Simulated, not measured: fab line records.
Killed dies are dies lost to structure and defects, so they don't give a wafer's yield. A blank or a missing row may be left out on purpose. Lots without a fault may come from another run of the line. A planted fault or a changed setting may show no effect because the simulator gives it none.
fab line records	flow n5-finfet
record lots=8	wafers=21	last-day=17
route steps=1938 shown BEOL_M4@1111 BEOL_M9@1461 BEOL_M15@1817 PASSIVATION@1936
lots untouched by any fault: they come from a run of this same line in which no faults occurred
start-h: hours from the record's opening day to when the first of the lot's shown wafers began	wait-h: hours elapsed since this lot's preceding step	" the same as in the row above	L1.1+2: a single row standing in for several wafers	- no value present, or no start provided	* or withheld: withheld	< > ~ a bound
route shown NAME@n: names a module that has steps shown in the file, with the first one's number in the route	usual: mean/standard deviation taken from wafers without a fault	same: alike in all rows	chamber/n: place in a boat	sites: readings site by site	_std_site: the standard deviation of these	_edge_site: mean of outer sites minus mean of inner sites	radius-mm: for every site, how far away it sits from the centre of the wafer	mask NAME#n: copy n	behind: tool/chamber where the wafer was last shaped	hold: why the lot was held/for how many hours/how that ended	device: names the non-switching transistor (n, p or np)	end of line: tests run on the same wafers once the route is complete	for a step that has no rows: nothing shown but its recipe	killed: count of dies lost to structure and defects at first sort (not the wafer's yield)	map: the dies of a wafer, with x for killed, . for not killed, _ for no die there
set.NAME: the setting the step ran with; set.NAME@STEP: the setting that earlier step ran with	model.NAME: the simulator's own value behind a step, which no gauge read
the route's steps for a sample of lots (tables are steps, rows are wafers)
services: when a tool's chamber went out of use (start-h, in hours from the record's first day, below 0 if earlier), for how many hours, and the reason
## steps
# step N5_BEOL_M4_RC_MEAS_101
# usual DIBL_N=36.8/2.2	DIBL_P=37.0/2.8	IOFF_N=0.18/0.043	IOFF_P=0.23/0.05	ION_N=680/14	ION_P=466/9.1	SS_N=71.7/0.74	SS_P=73.5/0.79	VT_N=248/4	VT_P=-249/4.1
lot.wafer	tool	chamber	start-h	wait-h	DIBL_N[mV/V]	DIBL_P[mV/V]	IOFF_N[nA/um]	IOFF_P[nA/um]	ION_N[uA/um]	ION_P[uA/um]	SS_N[mV/dec]	SS_P[mV/dec]	VT_N[mV]	VT_P[mV]
L929.2	prober-01	0	177.38	0.2	34.7	35.3	0.13	0.19	665	459	71.2	73.2	251	-253
L929.3	"	0	"	"	33.8	35.0	0.13	0.19	687	467	71.0	73.7	249	-251
L929.5	"	0	"	"	37.8	38.8	0.20	0.25	689	467	71.7	74.1	246	-249
L930.1	prober-02	0	177.57	0.0	37.8	36.7	0.16	0.19	666	450	71.9	73.9	249	-254
L930.3	"	0	"	"	34.9	33.9	0.13	0.17	677	462	69.7	73.0	252	-255
L930.5	"	0	"	"	38.9	38.6	0.19	0.23	688	463	71.8	73.7	248	-251
L936.2	prober-02	0	203.49	0.2	37.2	36.0	0.17	0.22	678	465	72.8	73.9	248	-248
L936.3	"	0	"	"	34.5	33.0	0.13	0.18	658	457	71.3	72.6	250	-250
L936.5	"	0	"	"	38.6	38.7	0.20	0.26	677	469	72.6	73.6	246	-246
L940.4	prober-02	0	233.06	0.5	41.5	41.0	0.31	0.40	701	489	72.6	74.7	239	-237
L940.6	"	0	"	"	35.7	35.2	0.15	0.25	664	473	70.8	72.8	253	-245
L941.4	prober-01	0	238.50	0.5	36.7	34.3	0.18	0.21	687	474	71.0	72.6	249	-248
L941.6	"	0	"	"	38.1	36.7	0.22	0.25	704	475	72.0	73.3	244	-248
L942.4	prober-02	0	247.94	0.5	37.9	38.5	0.20	0.25	695	469	71.8	74.0	245	-245
L942.6	"	0	"	"	37.0	37.1	0.17	0.23	683	463	71.3	73.4	248	-248
L947.2	prober-02	0	284.80	0.2	34.6	34.2	0.13	0.19	664	457	70.7	73.0	252	-251
L947.5	"	0	"	"	30.4	29.0	0.08	0.12	636	441	69.9	71.5	259	-257
L947.6	"	0	"	"	39.2	40.9	0.25	0.31	695	474	71.6	74.1	242	-244
L951.1	prober-01	0	298.57	0.0	33.4	34.3	0.12	0.17	671	460	70.6	73.1	256	-255
L951.3	"	0	"	"	37.3	39.2	0.20	0.25	687	468	71.6	73.7	246	-250
L951.4	"	0	"	"	35.5	37.2	0.15	0.22	670	466	71.4	73.1	251	-250
# step N5_BEOL_M9_SPUTTER_48
# recipe material=Cu	target-thk-a=120	temp-c=-20	bias-v=60	power-w=26000	chamber-pressure-pa=0.13	time-s=2
# usual cathode-dc-power-W=26000/4.8	throttle-valve-pct=30.6/1.3
lot.wafer	tool	chamber	start-h	wait-h	cathode-dc-power-W	throttle-valve-pct
L929.2	pvd-sputter-02	-	223.03	1.4	25993	31.0
L929.3	"	-	"	"	25997	32.6
L929.5	"	-	"	"	26000	30.9
L930.1	pvd-sputter-02	-	224.95	0.4	26006	30.7
L930.3	"	-	"	"	25993	31.1
L930.5	"	-	"	"	25997	31.8
L936.2	pvd-sputter-01	-	248.02	0.3	25999	30.5
L936.3	"	-	"	"	26000	30.4
L936.5	"	-	"	"	26006	30.3
L940.4	pvd-sputter-02	-	280.11	0.1	26010	32.0
L940.6	"	-	"	"	25997	31.1
L941.4	pvd-sputter-02	-	282.60	0.1	26003	32.8
L941.6	"	-	"	"	25999	32.0
L942.4	pvd-sputter-02	-	290.17	0.1	26001	31.1
L942.6	"	-	"	"	25998	32.6
L947.2	pvd-sputter-03	-	331.68	0.2	25997	31.3
L947.5	"	-	"	"	25991	30.8
L947.6	"	-	"	"	25999	31.3
L951.1	pvd-sputter-01	-	343.86	0.2	26008	28.0
L951.3	"	-	"	"	25995	30.3
L951.4	"	-	"	"	25989	30.4
# step N5_BEOL_M15_DEGAS_41
# recipe ambient=vacuum	temp-c=300	time-s=60
# usual heater-power-w=471/83
lot.wafer	tool	chamber	start-h	wait-h	heater-power-w
L929.2	pvd-sputter-02	-	265.46	0.2	450
L929.3	"	-	"	"	537
L929.5	"	-	"	"	578
L930.1	pvd-sputter-03	-	266.74	0.2	596
L930.3	"	-	"	"	495
L930.5	"	-	"	"	479
L936.2	pvd-sputter-02	-	287.13	0.2	532
L936.3	"	-	"	"	443
L936.5	"	-	"	"	449
L940.4	pvd-sputter-02	-	325.71	0.3	537
L940.6	"	-	"	"	548
L941.4	pvd-sputter-01	-	329.40	0.4	445
L941.6	"	-	"	"	450
L942.4	pvd-sputter-03	-	332.96	0.1	489
L942.6	"	-	"	"	473
L947.2	pvd-sputter-03	-	377.85	0.3	489
L947.5	"	-	"	"	585
L947.6	"	-	"	"	375
L951.1	pvd-sputter-03	-	386.07	0.2	383
L951.3	"	-	"	"	602
L951.4	"	-	"	"	494
# step N5_BEOL_M15_SPUTTER_45
# recipe material=Cu	target-thk-a=1000	temp-c=-20	bias-v=60	power-w=26000	chamber-pressure-pa=0.13	time-s=16.67
# usual cathode-dc-power-W=26000/5.2	throttle-valve-pct=30.8/1.3
lot.wafer	tool	chamber	start-h	wait-h	cathode-dc-power-W	throttle-valve-pct
L929.2	pvd-sputter-02	-	265.70	0.0	25999	32.7
L929.3	"	-	"	"	25996	31.1
L929.5	"	-	"	"	25991	30.9
L930.1	pvd-sputter-03	-	266.98	0.0	25993	30.9
L930.3	"	-	"	"	25994	31.1
L930.5	"	-	"	"	26001	28.0
L936.2	pvd-sputter-02	-	287.37	0.0	26001	31.0
L936.3	"	-	"	"	25992	32.7
L936.5	"	-	"	"	26005	32.5
L940.4	pvd-sputter-02	-	325.95	0.0	26013	30.9
L940.6	"	-	"	"	25998	30.9
L941.4	pvd-sputter-01	-	329.64	0.0	25997	30.5
L941.6	"	-	"	"	25998	30.8
L942.4	pvd-sputter-03	-	333.22	0.0	25992	31.1
L942.6	"	-	"	"	25994	27.9
L947.2	pvd-sputter-03	-	378.09	0.0	25995	31.2
L947.5	"	-	"	"	26005	31.0
L947.6	"	-	"	"	25993	31.0
L951.1	pvd-sputter-03	-	386.31	0.0	25999	30.9
L951.3	"	-	"	"	26006	30.9
L951.4	"	-	"	"	26002	31.4
# step N5_BEOL_M15_DEP_53
# recipe material=SiCN	target-thk-a=500	temp-c=withheld	precursor=3MS/NH3	pressure-torr=3	rf-w=675	time-s=17.8
# usual showerhead-plenum-p-Torr=4.165/0.026	showerhead-vpp-V=1659/68	throttle-valve-pct=18.5/0.87
lot.wafer	tool	chamber	start-h	wait-h	showerhead-plenum-p-Torr	showerhead-vpp-V	throttle-valve-pct
L929.2	pecvd-02	2	268.24	0.0	4.113	1727	17.5
L929.3	"	1	"	"	4.216	1582	18.9
L929.5	"	1	"	"	4.201	1532	19.0
L930.1	pecvd-02	1	269.80	0.0	4.202	1546	19.0
L930.3	"	0	"	"	4.138	1639	18.6
L930.5	"	0	"	"	4.138	1636	18.9
L936.2	pecvd-04	1	288.40	0.0	4.164	1602	19.3
L936.3	"	1	"	"	4.151	1574	19.2
L936.5	"	0	"	"	4.169	1677	19.6
L940.4	pecvd-02	1	328.05	0.0	4.196	1552	19.0
L940.6	"	0	"	"	4.137	1664	18.9
L941.4	pecvd-02	1	330.95	0.0	4.202	1572	18.8
L941.6	"	2	"	"	4.123	1710	18.1
L942.4	pecvd-02	0	334.21	0.0	4.152	1652	18.6
L942.6	"	2	"	"	4.120	1697	18.1
L947.2	pecvd-04	1	379.15	0.0	4.152	1614	19.3
L947.5	"	0	"	"	4.180	1678	19.7
L947.6	"	1	"	"	4.154	1592	19.2
L951.1	pecvd-01	1	387.39	0.0	4.147	1706	18.6
L951.3	"	0	"	"	4.180	1672	19.5
L951.4	"	0	"	"	4.185	1671	19.3
# step N5_BEOL_M15_RC_MEAS_101
# usual COMB_M10=1.44e-11/2.9e-12	COMB_M11=1.4e-11/3.1e-12	COMB_M12=6.4e-12/1.5e-12	COMB_M13=4.8e-12/1.1e-12	COMB_M13_max_site=6.9e-12/1.8e-12	COMB_M14=3.6e-12/7.9e-13	COMB_M15=2.5e-12/5e-13	COMB_M5=3.5e-11/7.8e-12	COMB_M6=2.4e-11/5e-12	COMB_M6_max_site=3.5e-11/7.8e-12	COMB_M7=2.5e-11/5.6e-12	COMB_M8=2.6e-11/5e-12	COMB_M9=1.38e-11/2.9e-12	SERP_M10=3.07/0.11	SERP_M11=3.12/0.14	SERP_M11_max_site=3.20/0.13	SERP_M12=0.643/0.023	SERP_M13=0.309/0.0081	SERP_M13_max_site=0.312/0.0084	SERP_M14=0.160/0.0055	SERP_M5=39.5/2.4	SERP_M6=13.9/0.67	SERP_M7=14.1/0.79	SERP_M8=13.3/0.63	SERP_M9=3.15/0.12	SERP_M9_max_site=3.24/0.12
lot.wafer	tool	chamber	start-h	wait-h	COMB_M10[S/m]	COMB_M11[S/m]	COMB_M12[S/m]	COMB_M13[S/m]	COMB_M13_max_site[S/m]	COMB_M14[S/m]	COMB_M15[S/m]	COMB_M5[S/m]	COMB_M6[S/m]	COMB_M6_max_site[S/m]	COMB_M7[S/m]	COMB_M8[S/m]	COMB_M9[S/m]	SERP_M10[ohm/um]	SERP_M11[ohm/um]	SERP_M11_max_site[ohm/um]	SERP_M12[ohm/um]	SERP_M13[ohm/um]	SERP_M13_max_site[ohm/um]	SERP_M14[ohm/um]	SERP_M5[ohm/um]	SERP_M6[ohm/um]	SERP_M7[ohm/um]	SERP_M8[ohm/um]	SERP_M9[ohm/um]	SERP_M9_max_site[ohm/um]
L929.2	prober-01	0	268.51	0.2	1.53e-11	1.6e-11	5.9e-12	4.3e-12	5.6e-12	2.4e-12	2.7e-12	3.4e-11	2.7e-11	3.8e-11	3e-11	2.4e-11	9.7e-12	3.18	3.30	3.34	0.646	0.301	0.302	0.161	43.3	14.4	14.8	14.0	2.96	3.04
L929.3	"	0	"	"	1.46e-11	2.4e-11	7.6e-12	4.8e-12	6.7e-12	3.6e-12	1.7e-12	2.9e-11	2.6e-11	3.5e-11	3.2e-11	2e-11	1.12e-11	3.24	3.13	3.17	0.665	0.298	0.301	0.170	40.7	14.8	13.9	13.6	3.02	3.10
L929.5	"	0	"	"	1.97e-11	2.2e-11	7.5e-12	6.6e-12	8.2e-12	4e-12	3.2e-12	2.4e-11	2.6e-11	2.9e-11	3e-11	2.3e-11	1.15e-11	3.24	3.03	3.09	0.658	0.300	0.303	0.156	41.5	13.7	14.1	13.2	3.14	3.20
L930.1	prober-02	0	269.94	0.0	1.57e-11	1.4e-11	9.3e-12	4.5e-12	7.6e-12	2.9e-12	2.3e-12	2.6e-11	1.6e-11	3.1e-11	3e-11	2.6e-11	1.26e-11	2.83	3.01	3.19	0.656	0.306	0.310	0.162	39.3	14.6	14.9	12.6	3.01	3.03
L930.3	"	0	"	"	1.82e-11	1.1e-11	7.3e-12	4.1e-12	5e-12	3.1e-12	2.8e-12	3.2e-11	2.4e-11	3.4e-11	2e-11	3.7e-11	1.29e-11	3.01	3.27	3.36	0.659	0.315	0.317	0.153	40.7	15.0	14.3	13.1	3.04	3.09
L930.5	"	0	"	"	1.53e-11	1.6e-11	7.1e-12	4.2e-12	5.5e-12	3.5e-12	2.8e-12	3.4e-11	2e-11	2.9e-11	2.4e-11	3.4e-11	1.16e-11	3.02	3.25	3.31	0.634	0.310	0.314	0.157	42.7	14.2	15.0	13.1	3.02	3.11
L936.2	prober-02	0	288.69	0.2	8.8e-12	1.2e-11	5.2e-12	3.9e-12	6.1e-12	4.2e-12	2.4e-12	4.4e-11	2e-11	2.9e-11	2.2e-11	2.8e-11	1.43e-11	2.99	3.20	3.29	0.628	0.309	0.313	0.163	42.6	14.1	15.7	13.2	3.31	3.39
L936.3	"	0	"	"	1.32e-11	1.2e-11	5.3e-12	3.7e-12	5.2e-12	4.1e-12	1.4e-12	4.7e-11	2.5e-11	3.2e-11	3e-11	3.7e-11	1.2e-11	3.20	3.11	3.19	0.671	0.302	0.308	0.160	41.1	14.0	14.8	13.0	3.01	3.16
L936.5	"	0	"	"	1.11e-11	1.3e-11	7.6e-12	5.8e-12	1.07e-11	5.1e-12	2.1e-12	3.9e-11	2.1e-11	3.6e-11	3.2e-11	3.1e-11	1.01e-11	3.12	3.27	3.39	0.642	0.309	0.311	0.161	47.9	15.0	14.8	12.8	3.26	3.34
L940.4	prober-01	0	328.62	0.5	1.59e-11	1e-11	5e-12	3.9e-12	5.4e-12	2.8e-12	2e-12	4.3e-11	2.2e-11	4.9e-11	3e-11	2.9e-11	1.38e-11	3.17	3.23	3.29	0.603	0.298	0.303	0.152	34.7	12.9	13.8	13.5	3.08	3.18
L940.6	"	0	"	"	1.84e-11	1.3e-11	5.1e-12	3.8e-12	5e-12	3.8e-12	2e-12	3.7e-11	2.4e-11	4.7e-11	2.3e-11	1.9e-11	1.21e-11	3.04	3.18	3.33	0.659	0.304	0.307	0.161	38.7	14.1	13.2	12.2	~7142.9	~7142.9
L941.4	prober-02	0	331.52	0.5	1.48e-11	1.6e-11	7e-12	5.1e-12	5.4e-12	2.9e-12	2.4e-12	3e-11	1.9e-11	2.5e-11	2.7e-11	2.1e-11	1.55e-11	2.92	3.20	3.31	0.630	0.310	0.314	0.162	42.7	13.9	15.0	12.5	2.98	3.08
L941.6	"	0	"	"	1.4e-11	1.2e-11	8.5e-12	6.9e-12	9.8e-12	3.8e-12	2.6e-12	3.9e-11	1.8e-11	2.2e-11	2.4e-11	2.3e-11	1.41e-11	3.03	3.21	3.25	0.600	0.312	0.314	0.160	39.5	12.2	14.9	13.3	~7142.9	~7142.9
L942.4	prober-02	0	334.78	0.5	1.15e-11	1.3e-11	7.3e-12	4.7e-12	6.3e-12	3.4e-12	2.2e-12	4.6e-11	2.6e-11	3.7e-11	3.1e-11	2.3e-11	1.65e-11	2.91	3.36	3.44	0.647	0.315	0.318	0.165	44.8	13.9	13.3	13.4	3.12	3.20
L942.6	"	0	"	"	1.39e-11	1.8e-11	8.1e-12	3.2e-12	4.8e-12	3.5e-12	2.2e-12	5.2e-11	2.7e-11	3.3e-11	2.8e-11	2.3e-11	1.88e-11	2.77	3.13	3.22	0.667	0.311	0.314	0.159	43.8	13.8	14.0	13.4	~7142.9	~7142.9
L947.2	prober-01	0	379.43	0.2	1.34e-11	1.8e-11	6.2e-12	4.4e-12	9.8e-12	3.1e-12	2.3e-12	3.8e-11	2.8e-11	3.1e-11	1.6e-11	2.8e-11	1.5e-11	3.02	3.38	3.44	0.610	0.297	0.300	0.154	35.2	13.3	12.8	13.4	3.24	3.30
L947.5	"	0	"	"	1.3e-11	1.4e-11	5.5e-12	3.2e-12	6.2e-12	2.9e-12	1.6e-12	6.5e-11	1.9e-11	3e-11	2.2e-11	3.4e-11	1.13e-11	3.13	3.15	3.29	0.659	0.297	0.300	0.152	38.3	13.6	13.5	12.9	3.34	3.43
L947.6	"	0	"	"	1.9e-11	1.1e-11	6.7e-12	5.3e-12	7.5e-12	3.9e-12	2e-12	4.8e-11	2e-11	3.4e-11	2.6e-11	2.5e-11	1.27e-11	2.98	3.29	3.35	0.609	0.302	0.305	0.157	39.3	13.1	15.1	12.9	3.30	3.35
L951.1	prober-01	0	387.51	0.0	1.65e-11	1.7e-11	6.8e-12	2.8e-12	4.9e-12	5.6e-12	2.3e-12	2.5e-11	2.8e-11	4.3e-11	2.6e-11	2.3e-11	1.39e-11	3.14	3.09	3.12	0.652	0.309	0.314	0.164	42.8	13.6	13.0	13.6	3.14	3.18
L951.3	"	0	"	"	1.38e-11	1.3e-11	5e-12	3.7e-12	4.7e-12	4.6e-12	2.8e-12	2.5e-11	3.3e-11	4.6e-11	2.1e-11	2.1e-11	1.44e-11	3.06	3.07	3.13	0.645	0.303	0.309	0.156	37.9	14.9	13.6	13.3	3.20	3.24
L951.4	"	0	"	"	1.65e-11	2.1e-11	4.5e-12	4.1e-12	6.5e-12	3.4e-12	1.6e-12	3.4e-11	3.4e-11	4.1e-11	3.7e-11	2.4e-11	1.52e-11	3.20	2.90	2.98	0.674	0.316	0.319	0.155	39.2	13.9	14.5	13.5	3.16	3.31
# sites SERP_M9 radius-mm=0,75,75,75,75,140,140,140,140
L929.2 3.01 3.03 3.04 2.96 3.02 2.92 2.94 2.87 2.95
L930.1 3.02 3.01 3.01 3.02 3.03 2.92 2.94 2.89 2.99
L936.2 3.36 3.31 3.34 3.39 3.35 3.11 3.21 3.22 3.17
L940.4 3.04 3.08 3.06 3.07 3.05 3.18 3.15 3.10 3.10
L941.4 2.88 2.93 2.98 2.94 3.00 3.04 2.99 2.97 3.08
L942.4 3.17 3.08 3.20 3.12 3.12 3.03 3.16 3.04 3.09
L947.2 3.23 3.26 3.30 3.21 3.30 3.21 3.24 3.14 3.27
L951.1 3.17 3.14 3.15 3.16 3.18 3.06 3.05 3.06 3.08
# step N5_PASSIVATION_PROBE_49
# usual defect-limited-yield=91.4/1.5	killed_at_M0_to_M3=36/11	killed_at_M4_up=14/6	killed-at-contacts=11/6	killed-at-front-end=37/11	killed-at-other=4/3.4	killed-dies=102/18	killed-on-rim=13/3.5	killed-open=66/13	killed-short=34/7.8	sort_bin_4_leakage=0.00/0.017	sort_bin_5_function=5.0/0.97	sort_bin_6_memory=3.2/0.7	sort_bin_8_speed=0.0/0.38	sort-n-pass=1078/19	sort-yield-pct=91.3/1.6
# same gross-dies=1180	killed-at-back-side=0
lot.wafer	tool	chamber	start-h	wait-h	defect-limited-yield[%]	killed_at_M0_to_M3	killed_at_M4_up	killed-at-contacts	killed-at-front-end	killed-at-other	killed-dies	killed-on-rim	killed-open	killed-short	sort_bin_4_leakage[%]	sort_bin_5_function[%]	sort_bin_6_memory[%]	sort_bin_8_speed[%]	sort-n-pass	sort-yield-pct[%]
L929.2	prober-02	-	281.74	0.1	90.3	43	23	18	29	2	115	13	83	30	0	5.8	3.6	0	1065	90.3
L929.3	prober-02	-	281.79	0.1	90.7	38	16	5	45	6	110	13	71	35	0	5.7	3.5	0	1070	90.7
L929.5	prober-02	-	281.89	0.2	92.3	28	13	5	41	4	91	13	61	27	0	4.3	3.1	0	1089	92.3
L930.1	prober-01	-	286.92	0.0	92.9	28	16	5	34	1	84	12	57	24	0	4.3	2.5	0	1096	92.9
L930.3	prober-01	-	287.02	0.1	93.4	22	6	8	34	8	78	11	42	34	0	3.3	2.8	0	1102	93.4
L930.5	prober-01	-	287.12	0.2	92.7	27	14	12	31	2	86	10	57	26	0	4.2	2.9	0	1094	92.7
L936.2	prober-01	-	306.32	0.1	90.9	41	20	20	26	0	107	9	76	30	0	6.0	2.8	0	1073	90.9
L936.3	prober-01	-	306.37	0.1	91.6	38	28	5	26	2	99	16	76	19	0	5.3	2.9	0	1081	91.6
L936.5	prober-01	-	306.47	0.2	93.2	23	9	14	31	3	80	9	56	23	0	4.1	2.4	0	1100	93.2
L940.4	prober-02	-	343.44	0.2	93.6	25	6	9	34	1	75	7	47	28	0.08	3.4	2.7	0	1104	93.6
L940.6	prober-02	-	343.54	0.3	69.1	29	310	6	19	1	365	53	41	19	0	19.2	11.7	0	815	69.1
L941.4	prober-02	-	344.78	0.9	89.1	39	19	7	61	3	129	16	78	49	0	6.5	3.9	0	1051	89.1
L941.6	prober-02	-	344.88	1.0	65.7	28	334	13	28	2	405	72	49	37	0	19.8	14.3	0	775	65.7
L942.4	prober-02	-	349.97	1.0	91.2	29	16	8	51	0	104	15	65	38	0	4.9	3.4	0	1076	91.2
L942.6	prober-02	-	350.07	1.1	66.3	28	322	7	39	2	398	58	71	29	0	22.1	11.4	0	782	66.3
# killed by level:class
L929.2 MOL_CONTACT_COAG:geometric-particle:open=13 BEOL_M1:geometric-particle:open=13 BEOL_M4:geometric-particle:open=11 STI_FIN_REVEAL:geometric-particle:open=10 BEOL_M0_SAQP:geometric-particle:short=9 BEOL_M3:geometric-particle:open=7 BEOL_M0_SAQP:geometric-particle:open=6 FIN_SAQP:geometric-particle:open=5
L929.3 STI_FIN_REVEAL:geometric-particle:open=13 FIN_SAQP:geometric-particle:open=9 BEOL_M3:geometric-particle:open=7 BEOL_M0_SAQP:geometric-particle:open=6 FIN_SAQP:geometric-particle:short=5 BEOL_M0_SAQP:geometric-particle:short=5 BEOL_M1:geometric-particle:open=5 BEOL_M8:geometric-particle:open=5
L929.5 FIN_SAQP:geometric-particle:open=10 BEOL_M0_SAQP:geometric-particle:open=9 FIN_SAQP:geometric-particle:short=6 STI_FIN_REVEAL:geometric-particle:open=5 GATE_CUT:geometric-particle:short=5 BEOL_M3:geometric-particle:open=5 BEOL_M4:geometric-particle:open=5 STARTING-WAFER:geometric-particle:short=4
L930.1 BEOL_M0_SAQP:geometric-particle:open=8 BEOL_M3:geometric-particle:open=7 FIN_SAQP:geometric-particle:short=6 STI_FIN_REVEAL:geometric-particle:open=6 MOL_CONTACT_COAG:geometric-particle:open=5 BEOL_M2:geometric-particle:open=5 FIN_SAQP:geometric-particle:open=4 DUMMY_GATE:geometric-particle:open=4
L930.3 FIN_SAQP:geometric-particle:short=9 FIN_SAQP:geometric-particle:open=6 MOL_CONTACT_COAG:geometric-particle:open=6 BEOL_M2:geometric-particle:open=5 BEOL_M3:geometric-particle:open=5 ILD0:geometric-particle:short=4 GATE_CUT:geometric-particle:open=3 GATE_CUT:geometric-particle:short=3
L930.5 MOL_CONTACT_COAG:geometric-particle:open=11 BEOL_M3:geometric-particle:open=9 BEOL_M0_SAQP:geometric-particle:short=7 FIN_SAQP:geometric-particle:short=6 DUMMY_GATE:geometric-particle:open=6 STI_FIN_REVEAL:geometric-particle:open=5 BEOL_M2:geometric-particle:open=4 FIN_SAQP:geometric-particle:open=3
L936.2 MOL_CONTACT_COAG:geometric-particle:open=18 BEOL_M1:geometric-particle:open=10 BEOL_M4:geometric-particle:open=10 BEOL_M2:geometric-particle:open=9 FIN_SAQP:geometric-particle:short=7 BEOL_M1:geometric-particle:short=6 STI_FIN_REVEAL:geometric-particle:open=5 BEOL_M0_SAQP:geometric-particle:short=4
L936.3 BEOL_M4:geometric-particle:open=16 BEOL_M3:geometric-particle:open=12 BEOL_M1:geometric-particle:open=9 BEOL_M0_SAQP:geometric-particle:open=8 DUMMY_GATE:geometric-particle:open=6 BEOL_M5:geometric-particle:open=5 FIN_SAQP:geometric-particle:short=4 MOL_CONTACT_COAG:geometric-particle:open=4
L936.5 MOL_CONTACT_COAG:geometric-particle:open=11 BEOL_M3:geometric-particle:open=6 DUMMY_GATE:geometric-particle:open=5 BEOL_M0_SAQP:geometric-particle:open=5 BEOL_M4:geometric-particle:open=5 STI_FIN_REVEAL:geometric-particle:open=4 GATE_CUT:geometric-particle:short=4 BEOL_M2:geometric-particle:open=4
L940.4 FIN_SAQP:geometric-particle:open=7 BEOL_M0_SAQP:geometric-particle:short=6 MOL_CONTACT_COAG:geometric-particle:open=5 BEOL_M2:geometric-particle:open=5 STI_FIN_REVEAL:geometric-particle:open=4 GATE_CUT:geometric-particle:short=4 GATE_CUT:geometric-particle:open=4 MOL_CONTACT_COAG:geometric-particle:short=4
L940.6 BEOL_M9:interface-void-opened=299 BEOL_M1:geometric-particle:open=6 BEOL_M2:geometric-particle:open=6 BEOL_M0_SAQP:geometric-particle:short=5 BEOL_M0_SAQP:geometric-particle:open=5 STI_FIN_REVEAL:geometric-particle:open=4 STARTING-WAFER:geometric-particle:open=4 DUMMY_GATE:geometric-particle:open=3
L941.4 FIN_SAQP:geometric-particle:open=24 FIN_SAQP:geometric-particle:short=13 BEOL_M0_SAQP:geometric-particle:short=13 BEOL_M0_SAQP:geometric-particle:open=12 BEOL_M4:geometric-particle:open=12 GATE_CUT:geometric-particle:short=7 MOL_CONTACT_COAG:geometric-particle:open=6 BEOL_M4:geometric-particle:short=6
L941.6 BEOL_M9:interface-void-opened=316 BEOL_M0_SAQP:geometric-particle:short=11 BEOL_M0_SAQP:geometric-particle:open=8 BEOL_M4:geometric-particle:open=7 FIN_SAQP:geometric-particle:open=6 MOL_CONTACT_COAG:geometric-particle:open=6 MOL_CONTACT_COAG:geometric-particle:short=6 FIN_SAQP:geometric-particle:short=5
L942.4 FIN_SAQP:geometric-particle:open=12 STI_FIN_REVEAL:geometric-particle:open=10 BEOL_M1:geometric-particle:open=9 BEOL_M4:geometric-particle:open=8 FIN_SAQP:geometric-particle:short=7 MOL_CONTACT_COAG:geometric-particle:open=7 BEOL_M0_SAQP:geometric-particle:open=6 GATE_CUT:geometric-particle:short=4
L942.6 BEOL_M9:interface-void-opened=298 BEOL_M4:geometric-particle:open=16 STI_FIN_REVEAL:geometric-particle:open=11 FIN_SAQP:geometric-particle:open=9 FIN_SAQP:geometric-particle:short=6 BEOL_M1:geometric-particle:open=6 BEOL_M2:geometric-particle:open=6 MOL_CONTACT_COAG:geometric-particle:open=5
## services
tool	chamber	start-h	hours	kind
pecvd-02	1	205.67	4.9	repair
pecvd-01	2	261.82	2.1	scheduled-down
pecvd-04	2	272.32	2.5	repair
pecvd-01	0	294.15	5.0	scheduled-down
pecvd-01	2	298.12	1.9	repair
pecvd-01	-	301.37	14.6	pm
pecvd-02	-	317.36	0.8	repair
pvd-sputter-02	-	321.23	1.2	repair
pvd-sputter-01	-	330.79	2.4	repair
pecvd-01	1	348.44	6.4	repair
pecvd-04	0	363.60	6.3	repair
pvd-sputter-01	-	366.78	2.9	repair
pecvd-01	-	367.18	0.7	repair
pvd-sputter-03	-	373.64	2.2	repair
pecvd-02	0	377.44	2.1	scheduled-down
pecvd-04	1	383.62	-	clean
pecvd-04	1	383.62	-	consumable-replace:showerhead
## key
first-sign step=N5_BEOL_M15_RC_MEAS_101	reading=SERP_M9	direction=up	sigmas=99+	usual=3.15	struck=~7142.9
effect step=N5_BEOL_M15_RC_MEAS_101	reading=SERP_M9_max_site	direction=up	sigmas=99+	usual=3.24	struck=~7142.9
effect step=N5_PASSIVATION_PROBE_49	reading=killed_at_M4_up	direction=up	sigmas=52	usual=14	struck=322
more-kills-born-at N5_BEOL_M9_SPUTTER_48@pvd-sputter-02=913
met-at N5_BEOL_M9_SPUTTER_48
struck-lots L940,L941,L942
struck-wafers L940.6,L941.6,L942.6
not-acting-at N5_BEOL_M15_DEGAS_41,N5_BEOL_M15_SPUTTER_45,N5_BEOL_M15_DEP_53
onset-between 224.95 280.11
fault kind=process-parameter-drift	tool=pvd-sputter-02	chamber=-	onset-h=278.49	steps=N5_BEOL_M9_SPUTTER_48	channel=time-s	offset=*	shape=step	end-h=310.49	scope=struck-wafers-only	acts-in=*	stated=*
